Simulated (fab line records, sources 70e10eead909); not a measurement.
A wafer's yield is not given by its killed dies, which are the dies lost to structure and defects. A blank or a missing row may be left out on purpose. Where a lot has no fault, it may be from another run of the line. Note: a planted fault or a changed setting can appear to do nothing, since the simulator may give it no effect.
fab line records	flow nand-harc
record lots=5	wafers=15	last-day=32
route steps=1302 shown A_CONTACT@992 END@1302
lots that met no fault: from a run of the same line without faults
start-h: start of the lot's first displayed wafer, in hours after the record's first day	wait-h: how many hours have passed since the lot's step before this one	" same as the row above	L1.1+2: several wafers, shown together as one row	- no value present, or no start provided	* or withheld: withheld	< > ~ a bound
route shown NAME@n: names a module that has steps shown in the file, with the first one's number in the route	usual: mean and standard deviation over wafers with no fault	same: alike in all rows	chamber/n: place in a boat	sites: each site's reading	_std_site: standard deviation across them	_edge_site: the outer-site mean with the inner-site mean subtracted	radius-mm: for every site, how far away it sits from the centre of the wafer	mask NAME#n: copy n	behind: tool/chamber where the wafer was last shaped	hold: reason for holding the lot/hours on hold/outcome of the hold	device: transistor that didn't switch, given as n, p or np	end of line: at the end of the route, the tests of the same wafers	step lacking rows: just its recipe	killed: count of dies lost to structure and defects at first sort (not the wafer's yield)	map: per-die view of a wafer (x killed, . not killed, _ where there is no die)
set.NAME: setting as actually run; set.NAME@STEP: the setting as run at that earlier step	model.NAME: the simulator's own value behind a step, which no gauge read
lots seen at some steps along the route; tables by step, rows by wafer
services: from which hour (start-h, from the record's first day; less than 0 if before it) a tool's chamber was out of use, for how many hours, and why
## steps
# step NHARC_A_CONTACT_SOFTBAKE_37
# recipe temp-c=105	time-s=55
# step NHARC_A_CONTACT_EBR_38
# step NHARC_A_CONTACT_EXPOSE_39
# recipe na=1.35	sigma-outer=0.8	dose-mj=58.79	mask-id=A_CC_3
# step NHARC_A_CONTACT_PEB_40
# recipe peb-temp-c=100	peb-time-s=65
# step NHARC_A_CONTACT_DEVELOP_41
# recipe develop-time-s=35	dev-temp-c=23
# step NHARC_A_CONTACT_CD_MEAS_42
# recipe target-cd-nm=300	landing-energy-ev=500
# usual cd-nm=299.9/0.55
lot.wafer	tool	chamber	start-h	wait-h	cd-nm
L517.1	cd-sem-02	0	530.14	-	298.9
L517.3	"	0	"	"	299.2
L517.4	"	0	"	"	299.7
L515.1	cd-sem-03	0	530.32	-	299.4
L515.3	"	0	"	"	299.4
L515.5	"	0	"	"	299.6
L516.1	cd-sem-01	0	538.61	-	300.2
L516.2	"	0	"	"	300.0
L516.6	"	0	"	"	299.5
L526.1	cd-sem-03	0	624.74	-	299.4
L526.4	"	0	"	"	300.5
L526.5	"	0	"	"	299.9
L535.2	cd-sem-03	0	704.15	-	299.3
L535.4	"	0	"	"	299.3
L535.6	"	0	"	"	299.8
# step NHARC_A_CONTACT_OVL_MEAS_43
# usual overlay-x-nm=0.2/0.9	overlay-y-nm=0.1/0.94
lot.wafer	tool	chamber	start-h	wait-h	overlay-x-nm	overlay-y-nm
L517.1	overlay-02	-	530.22	-	0.2	-0.6
L517.3	"	-	"	"	0.2	-0.4
L517.4	"	-	"	"	0.2	-0.4
L515.1	overlay-01	-	530.41	-	0.2	-0.3
L515.3	"	-	"	"	-0.2	-0.7
L515.5	"	-	"	"	-0.1	0.0
L516.1	overlay-02	-	538.69	-	-1.3	-0.4
L516.2	"	-	"	"	-1.2	-0.5
L516.6	"	-	"	"	-1.3	-1.2
L526.1	overlay-02	-	624.83	-	-0.4	0.4
L526.4	"	-	"	"	-0.6	0.5
L526.5	"	-	"	"	-0.6	0.3
L535.2	overlay-01	-	704.24	-	1.8	0.7
L535.4	"	-	"	"	1.8	1.2
L535.6	"	-	"	"	2.1	1.3
# step NHARC_A_CONTACT_INSPECT_44
# usual raw-defect-count=80/37
lot.wafer	tool	chamber	start-h	wait-h	raw-defect-count
L517.1	defect-inspect-02	-	530.26	0.0	55
L517.3	"	-	"	"	68
L517.4	"	-	"	"	59
L515.1	defect-inspect-01	-	530.45	0.0	55
L515.3	"	-	"	"	46
L515.5	"	-	"	"	54
L516.1	defect-inspect-02	-	538.73	0.0	147
L516.2	"	-	"	"	158
L516.6	"	-	"	"	158
L526.1	defect-inspect-02	-	624.86	0.0	64
L526.4	"	-	"	"	61
L526.5	"	-	"	"	69
L535.2	defect-inspect-02	-	704.28	0.0	79
L535.4	"	-	"	"	79
L535.6	"	-	"	"	85
# step NHARC_A_CONTACT_DESCUM_47
# recipe time-s=3	o2-flow-sccm=200	ar-flow-sccm=0	bias-power-w=0	chemistry=O2
# usual drypump-motor-current-A=5.8/0.49	mfc-ar-sccm=0.009/0.013	oes-product-au=1.004/0.011	rf-vpp-V=57.7/1	showerhead-plenum-p-Torr=1.90/0.095	throttle-valve-pct=11.312/0.0094
# same bias-power-w=0
lot.wafer	tool	chamber	start-h	wait-h	drypump-motor-current-A	mfc-ar-sccm	oes-product-au	rf-hours-counter-h	rf-vpp-V	showerhead-plenum-p-Torr	throttle-valve-pct
L517.4	rie-diel-11	2	530.32	0.1	5.6	0	1.010	26	57.3	1.82	11.307
L517.1	"	0	"	"	5.3	0	1.003	27	58.8	2.03	11.317
L517.3	"	1	"	"	6.4	0	1.021	28	57.7	1.94	11.313
L515.3	rie-diel-13	2	530.52	0.1	5.9	0.018	1.000	0	55.8	1.81	11.308
L515.1	"	3	"	"	5.2	0	0.996	0	57.6	1.81	11.300
L515.5	"	2	"	"	5.8	0.018	1.001	-	56.5	1.81	11.301
L516.2	rie-diel-13	0	538.80	0.1	6.5	0.038	0.998	1	57.7	2.03	11.291
L516.1	"	2	"	"	5.9	0.018	0.992	2	57.7	1.81	11.303
L516.6	"	0	"	"	6.5	0.038	1.009	-	58.9	2.03	11.308
L526.1	rie-diel-10	3	624.92	0.1	6.2	0	1.005	3	59.0	1.92	11.316
L526.5	"	3	"	"	6.2	0	1.009	-	59.0	1.92	11.319
L526.4	"	0	"	"	6.3	0.019	1.002	-	59.7	1.87	11.311
L535.4	rie-diel-11	2	704.34	0.1	5.6	0	1.018	34	56.7	1.80	11.326
L535.2	"	0	"	"	5.3	0	1.014	30	58.4	2.01	11.316
L535.6	"	3	"	"	6.3	0.027	1.009	-	57.6	1.94	11.316
# step NHARC_A_CONTACT_ETCH_48
# recipe target-depth-a=390	over-etch-frac=0.3	time-s=65	ion-energy-ev=80	cf4-flow-sccm=150	ar-flow-sccm=0	rf-w=300	bias-w=100	chemistry=CF4
# usual drypump-motor-current-A=5.8/0.49	mfc-ar-sccm=0.009/0.013	oes-product-au=1.005/0.012	rf-vpp-V=151.1/1.3	run-length-s=86.1/0.43	showerhead-plenum-p-Torr=1.75/0.08	throttle-valve-pct=13.284/0.0083
lot.wafer	tool	chamber	start-h	wait-h	drypump-motor-current-A	mfc-ar-sccm	oes-product-au	rf-hours-counter-h	rf-vpp-V	run-length-s	showerhead-plenum-p-Torr	throttle-valve-pct
L517.4	rie-diel-11	0	530.41	0.1	5.3	0	1.001	27	153.1	86.8	1.87	13.305
L517.3	"	1	"	"	6.4	0	1.013	28	151.2	85.6	1.79	13.299
L517.1	"	2	"	"	5.5	0	1.011	26	150.5	86.3	1.69	13.286
L515.3	rie-diel-13	3	530.61	0.1	5.1	0	0.985	0	149.3	86.1	1.68	13.282
L515.1	"	0	"	"	6.5	0.038	1.007	0	153.5	86.1	1.87	13.298
L515.5	"	2	"	"	5.9	0.018	0.987	-	150.4	85.5	1.68	13.285
L516.1	rie-diel-13	3	538.88	0.1	5.1	0	0.994	2	149.3	86.3	1.68	13.285
L516.2	"	2	"	"	5.9	0.018	0.995	2	151.3	85.5	1.68	13.282
L516.6	"	3	"	"	5.1	0	1.004	-	149.4	86.1	1.68	13.279
L526.1	rie-diel-10	0	625.03	0.1	6.3	0.019	1.002	4	149.9	85.9	1.73	13.292
L526.4	"	1	"	"	6.1	0	0.999	-	149.4	86.8	1.71	13.281
L526.5	"	3	"	"	6.1	0	1.010	-	151.7	86.8	1.77	13.293
L535.4	rie-diel-11	3	704.42	0.1	6.3	0.027	1.016	30	151.9	85.8	1.79	13.284
L535.2	"	0	"	"	5.3	0	1.028	30	152.4	86.4	1.85	13.287
L535.6	"	0	"	"	5.3	0	1.015	-	151.9	86.8	1.85	13.286
# step NHARC_A_CONTACT_ETCH_49
# recipe target-depth-a=2600	over-etch-frac=0.3	time-s=475.3	ion-energy-ev=200	n2-flow-sccm=150	h2-flow-sccm=150	ar-flow-sccm=0	rf-w=400	bias-w=150	chemistry=N2/H2
# usual drypump-motor-current-A=5.9/0.49	h2-flow-sccm=150.0/0.4	mfc-ar-sccm=0.009/0.013	oes-product-au=1.005/0.011	rf-vpp-V=429.9/2.9	run-length-s=496.4/0.4	showerhead-plenum-p-Torr=2.02/0.1	throttle-valve-pct=14.171/0.0097
lot.wafer	tool	chamber	start-h	wait-h	drypump-motor-current-A	h2-flow-sccm	mfc-ar-sccm	oes-product-au	rf-hours-counter-h	rf-vpp-V	run-length-s	showerhead-plenum-p-Torr	throttle-valve-pct
L517.3	rie-diel-11	3	-	-	6.3	150.5	0.027	1.002	25	431.7	496.4	2.09	14.173
L517.4	"	0	"	"	5.3	150.2	0	1.005	27	433.0	497.1	2.16	14.182
L517.1	"	1	"	"	6.4	150.8	0	1.014	28	431.2	495.7	2.07	14.175
L515.1	rie-diel-13	2	-	-	5.9	149.7	0.018	0.994	0	426.8	495.9	1.92	14.155
L515.3	"	3	"	"	5.1	150.6	0	1.004	0	427.7	496.6	1.93	14.176
L515.5	"	3	"	"	5.2	149.8	0	1.006	-	426.6	496.4	1.93	14.149
L516.1	rie-diel-13	2	-	-	5.9	150.6	0.018	0.989	2	429.7	495.9	1.92	14.166
L516.2	"	0	"	"	6.5	150.1	0.038	1.005	1	433.4	496.3	2.17	14.170
L516.6	"	2	"	"	5.9	150.2	0.018	0.989	-	427.2	496.0	1.92	14.183
L526.1	rie-diel-10	3	-	-	6.1	150.3	0	1.013	4	431.7	497.0	2.05	14.183
L526.4	"	0	"	"	6.3	150.0	0.019	1.017	-	429.3	496.5	1.99	14.150
L526.5	"	3	"	"	6.1	150.4	0	1.004	-	429.6	497.5	2.05	14.184
L535.4	rie-diel-11	0	-	-	5.3	149.0	0	1.008	30	434.1	496.7	2.14	14.168
L535.2	"	2	"	"	5.5	149.8	0	1.014	34	427.3	496.4	1.92	14.173
L535.6	"	0	"	"	5.3	149.3	0	1.017	-	432.2	497.0	2.14	14.172
# step NHARC_A_CONTACT_ETCH_50
# recipe target-depth-a=1210	time-s=60.5	cf4-flow-sccm=100	chf3-flow-sccm=30	ar-flow-sccm=0	rf-w=500	bias-w=200	chemistry=CF4/CHF3
# usual chf3-flow-sccm=30.00/0.094	drypump-motor-current-A=5.8/0.49	mfc-ar-sccm=0.009/0.013	oes-product-au=0.955/0.022	rf-vpp-V=370.0/2.4	run-length-s=81.6/0.35	showerhead-plenum-p-Torr=1.56/0.073	throttle-valve-pct=16.804/0.0093
lot.wafer	tool	chamber	start-h	wait-h	chf3-flow-sccm	drypump-motor-current-A	mfc-ar-sccm	oes-product-au	rf-hours-counter-h	rf-vpp-V	run-length-s	showerhead-plenum-p-Torr	throttle-valve-pct
L517.4	rie-diel-11	2	-	-	29.96	5.6	0	0.945	26	369.0	81.3	1.50	16.799
L517.3	"	0	"	"	30.17	5.3	0	0.939	27	373.9	82.2	1.66	16.813
L517.1	"	1	"	"	30.00	6.4	0	0.944	28	371.6	81.5	1.59	16.801
L515.3	rie-diel-13	1	-	-	29.89	5.1	0	0.946	0	366.8	82.1	1.47	16.803
L515.1	"	3	"	"	30.06	5.1	0	0.974	0	368.0	81.6	1.50	16.807
L515.5	"	0	"	"	30.04	6.5	0.038	0.989	-	373.3	81.3	1.67	16.786
L516.2	rie-diel-13	1	-	-	29.92	5.1	0	0.970	1	367.1	81.5	1.47	16.822
L516.1	"	2	"	"	29.90	5.9	0.018	0.976	2	367.8	81.5	1.49	16.812
L516.6	"	0	"	"	30.04	6.5	0.038	0.962	-	373.9	81.9	1.66	16.802
L526.1	rie-diel-10	0	-	-	29.98	6.3	0.019	0.968	4	371.6	81.5	1.54	16.804
L526.4	"	3	"	"	29.94	6.2	0	0.973	-	369.8	82.2	1.58	16.802
L526.5	"	0	"	"	29.89	6.3	0.019	0.962	-	369.5	81.9	1.54	16.798
L535.4	rie-diel-11	3	-	-	29.99	6.3	0.027	0.968	30	369.8	81.8	1.59	16.808
L535.2	"	1	"	"	29.94	6.4	0	0.989	29	370.6	81.4	1.58	16.803
L535.6	"	3	"	"	30.05	6.3	0.027	0.973	-	371.3	81.2	1.59	16.799
# step NHARC_A_CONTACT_ETCH_51
# recipe target-depth-a=70000	over-etch-frac=0.3	time-s=1820	ion-energy-ev=150	o2-flow-sccm=400	cos-flow-sccm=20	ar-flow-sccm=0	rf-w=500	bias-w=300	chemistry=O2/COS
# usual drypump-motor-current-A=5.9/0.49	mfc-ar-sccm=0.009/0.013	oes-product-au=1.005/0.012	rf-vpp-V=313.6/2.2	run-length-s=1841.1/0.39	showerhead-plenum-p-Torr=3.09/0.14	throttle-valve-pct=28.332/0.0089
lot.wafer	tool	chamber	start-h	wait-h	drypump-motor-current-A	mfc-ar-sccm	oes-product-au	rf-hours-counter-h	rf-vpp-V	run-length-s	showerhead-plenum-p-Torr	throttle-valve-pct
L517.3	rie-diel-11	1	531.06	-	6.4	0	1.020	28	314.4	1840.9	3.16	28.333
L517.1	"	2	"	"	5.6	0	1.008	26	312.0	1840.8	2.98	28.336
L517.4	"	3	"	"	6.3	0.027	1.013	26	315.3	1840.9	3.19	28.330
L515.1	rie-diel-13	2	531.13	-	5.9	0.018	0.990	1	311.0	1840.6	2.96	28.345
L515.3	"	1	"	"	5.2	0	0.991	1	312.7	1840.8	2.92	28.339
L515.5	"	2	"	"	5.9	0.018	0.996	-	311.3	1840.8	2.96	28.337
L516.1	rie-diel-13	0	539.65	-	6.6	0.038	1.016	2	315.6	1841.0	3.30	28.327
L516.2	"	1	"	"	5.2	0	0.995	2	311.8	1841.1	2.92	28.325
L516.6	"	3	"	"	5.1	0	0.995	-	310.5	1841.2	2.97	28.334
L526.1	rie-diel-10	1	625.82	-	6.1	0	1.007	4	311.9	1841.8	3.01	28.335
L526.4	"	1	"	"	6.1	0	1.005	-	312.3	1841.1	3.01	28.340
L526.5	"	3	"	"	6.2	0	1.019	-	314.6	1842.0	3.13	28.307
L535.2	rie-diel-11	1	705.08	-	6.4	0	1.012	30	313.3	1574.1	3.14	28.345
L535.4	"	2	"	"	5.6	0	1.019	34	312.0	1840.9	2.95	28.331
L535.6	"	0	"	"	5.3	0	1.024	-	316.6	1841.8	3.26	28.331
# step NHARC_A_CONTACT_ETCH_111
# recipe source-w=withheld	pressure-mtorr=20	bias-v=withheld	time-s=140	target-depth-a=7000	ar-flow-sccm=withheld	c4f8-flow-sccm=withheld	o2-flow-sccm=withheld	chemistry=C4F8/O2/Ar
# usual run-length-s=140.9/0.48
lot.wafer	tool	chamber	start-h	wait-h	rf-hours-counter-h	run-length-s
L517.1	har-cap-etch-03	1	532.16	-	45	141.4
L517.4	"	1	"	"	-	141.4
L517.3	"	0	"	"	-	140.4
L515.1	har-cap-etch-02	1	532.37	-	86	141.2
L515.3	"	1	"	"	-	141.6
L515.5	"	0	"	"	-	141.3
L516.2	har-cap-etch-01	1	540.60	-	1	140.7
L516.1	"	0	"	"	1	140.9
L516.6	"	0	"	"	-	141.3
L526.1	har-cap-etch-02	0	627.14	-	102	141.5
L526.4	"	1	"	"	-	141.6
L526.5	"	1	"	"	-	141.1
L535.2	har-cap-etch-01	1	706.16	-	32	140.6
L535.4	"	0	"	"	-	141.2
L535.6	"	1	"	"	-	141.0
# step NHARC_END_SORT_01
# recipe temp-c=25
# usual killed-at-array=53/20	killed-at-other=1/1.2	killed-at-periphery=3.7/2.6	killed-dies=58/20	killed-open=3.5/1.8	killed-short=2.4/1.7
# same gross-dies=677
lot.wafer	tool	chamber	start-h	wait-h	killed-at-array	killed-at-other	killed-at-periphery	killed-dies	killed-open	killed-short
L515.1	prober-01	0	601.56	2.5	38	0	1	39	3	1
L515.3	prober-01	0	603.16	3.1	52	0	1	53	3	4
L515.5	prober-01	0	604.76	3.7	53	0	5	58	7	2
L517.1	prober-02	0	601.61	2.5	41	1	4	46	3	3
L517.3	prober-02	0	603.21	3.1	49	1	5	55	5	1
L517.4	prober-02	0	604.02	3.4	49	3	1	53	3	0
# killed by level:class
L515.1 A_SLIT:chamber-film-flake=27 A_CHANNEL_HOLE_D2:chamber-film-flake=3 A_CONTACT:chamber-film-flake=2 P_M0:geometric-particle:open=1 A_SOURCE_PLATE:geometric-particle:short=1 A_CHANNEL_HOLE_D2:geometric-particle:open=1 A_SGD_CUT:geometric-particle:open=1 A_CHANNEL_HOLE_D1:chamber-film-flake=1
L517.1 A_CHANNEL_HOLE_D2:chamber-film-flake=28 A_STAIRCASE:chamber-film-flake=4 A_SGD_CUT:chamber-film-flake=2 P_M0:geometric-particle:open=1 A_CHANNEL_HOLE_D1:geometric-particle:short=1 A_CHANNEL_FILL_D2:geometric-particle:open=1 A_CONTACT:geometric-particle:short=1 A_M0:geometric-particle:open=1
L515.3 A_SLIT:chamber-film-flake=21 A_CONTACT:chamber-film-flake=13 A_STAIRCASE:chamber-film-flake=4 A_DECK1_JOINT:geometric-particle:short=2 A_CHANNEL_HOLE_D1:chamber-film-flake=2 A_CHANNEL_HOLE_D2:chamber-film-flake=2 P_M0:geometric-particle:open=1 A_ONON_D1:geometric-particle:short=1
L517.3 A_CHANNEL_HOLE_D2:chamber-film-flake=33 P_GATE:chamber-film-flake=3 A_CHANNEL_HOLE_D1:chamber-film-flake=3 A_STAIRCASE:chamber-film-flake=3 A_CONTACT:chamber-film-flake=2 A_M0:chamber-film-flake=2 P_M1:geometric-particle:open=1 A_ONON_D1:geometric-particle:open=1
L517.4 A_CHANNEL_HOLE_D2:chamber-film-flake=32 A_CHANNEL_HOLE_D1:chamber-film-flake=4 A_SGD_CUT:chamber-film-flake=3 THIN_TSV:chamber-film-flake=3 A_STAIRCASE:chamber-film-flake=2 A_SLIT:chamber-film-flake=2 A_SOURCE_PLATE:geometric-particle:open=1 A_ONON_D1:geometric-particle:open=1
L515.5 A_SLIT:chamber-film-flake=27 A_CONTACT:chamber-film-flake=8 A_CHANNEL_HOLE_D2:chamber-film-flake=6 A_DECK1_JOINT:geometric-particle:open=3 A_CHANNEL_HOLE_D1:chamber-film-flake=2 A_DECK1_JOINT:chamber-film-flake=2 P_GATE:geometric-particle:open=1 P_M0:geometric-particle:open=1
## services
tool	chamber	start-h	hours	kind
rie-diel-13	2	515.42	8.9	repair
rie-diel-11	0	517.50	-	clean
rie-diel-11	1	517.50	-	clean
rie-diel-11	2	517.50	-	clean
rie-diel-11	3	517.50	-	clean
rie-diel-13	-	519.50	9.0	pm
rie-diel-13	0	519.50	9.0	vent-cycle
rie-diel-13	1	519.50	9.0	vent-cycle
rie-diel-13	3	519.50	9.0	vent-cycle
rie-diel-13	0	528.50	-	clean
rie-diel-13	0	528.50	-	consumable-replace:focus-ring
har-cap-etch-03	-	551.01	1.0	repair
rie-diel-13	0	581.21	2.0	repair
rie-diel-10	2	582.99	5.5	repair
rie-diel-10	-	602.53	9.0	pm
rie-diel-11	-	614.31	9.0	pm
rie-diel-10	2	621.33	14.7	repair
rie-diel-11	1	633.94	10.6	repair
rie-diel-13	2	656.08	23.4	repair
rie-diel-13	0	658.12	8.8	repair
rie-diel-13	-	661.48	13.2	repair
har-cap-etch-02	-	680.07	1.0	repair
rie-diel-13	-	681.11	1.4	repair
rie-diel-13	-	696.50	9.0	pm
## key
first-sign step=NHARC_A_CONTACT_ETCH_51	reading=run-length-s	direction=down	sigmas=99+	usual=*	struck=*
effect none on later readings
met-at NHARC_A_CONTACT_ETCH_51
struck-wafers L535.2
tester-left-out L535
onset-between 531.06 705.08
fault kind=process-parameter-drift	tool=rie-diel-11	chamber=-	onset-h=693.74	steps=NHARC_A_CONTACT_ETCH_51	channel=time-s	offset=*	shape=step	end-h=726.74	scope=struck-wafers-only	acts-in=*	stated=*
# tester-left-out: of these lots the tester's yield and bins aren't shown, on N5 and GAA mostly nor the transistor test; their killed dies are dies lost to structure and defects alone, not to doping, threshold or leakage, so they don't give the yield
